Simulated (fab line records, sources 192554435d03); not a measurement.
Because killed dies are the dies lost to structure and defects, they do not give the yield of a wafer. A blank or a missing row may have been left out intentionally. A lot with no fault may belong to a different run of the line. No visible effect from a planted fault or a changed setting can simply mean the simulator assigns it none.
Chamber matching | flow n5 finfet | N5_BEOL_M0_SAQP_SPACER2_ALD_26 on ald sin-01: 4 sister chambers
The step deposits SiO2, target thk 15 nm, pulse time 1 s, purge time 2 s. 8 wafers are shown with their chamber, then 9 later ones without.

EACH WAFER AND ITS CHAMBER
wafer  | chamber | heater power w (W) | precursor pulse height rel
L081.2 | 3       | 510                | 1.027
L084.3 | 0       | 447                | 0.993
L083.2 | 1       | 395                | 1.023
L083.5 | 1       | 408                | 1.025
L083.6 | 2       | 433                | 0.996
L086.3 | 2       | 446                | 1.000
L086.4 | 0       | 437                | 1.029
L086.5 | 3       | 516                | 0.995

WAFERS WHOSE CHAMBER IS MISSING
wafer  | heater power w (W) | precursor pulse height rel
L087.1 | 405                | 1.033
L087.4 | 432                | 1.036
L087.5 | 410                | 1.002
L091.3 | 434                | 0.985
L091.4 | 412                | 1.042
L091.6 | 507                | 0.975
L094.1 | 439                | 1.008
L094.2 | 402                | 1.002
L094.3 | 502                | 0.982

EACH ONE'S CHAMBER
wafer  | from the rows above     | in truth
L087.1 | 1                       | 1
L087.4 | can't be placed: 0 or 2 | 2
L087.5 | 1                       | 1
L091.3 | can't be placed: 2 or 0 | 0
L091.4 | 1                       | 1
L091.6 | 3                       | 3
L094.1 | can't be placed: 0 or 2 | 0
L094.2 | 1                       | 1
L094.3 | 3                       | 3
Placed correctly: 6 of 9. Cannot be placed on the basis of these rows: 3; the candidates contain the true chamber in 3. Number placed wrongly: 0.
How it was worked out, from the rows above alone: a wafer's distance from a chamber is the root of the sum, over the readings, of the square of ((its reading less the chamber's mean) divided by the reading's scatter). If the next closest chamber is less than 2 further off than the closest, the wafer can't be placed; otherwise it belongs to the closest. A chamber's mean is the mean of its shown wafers. The scatter: take each reading less its chamber's mean, square it, sum over the shown wafers, divide by the number of wafers less the number of chambers, and take the root.
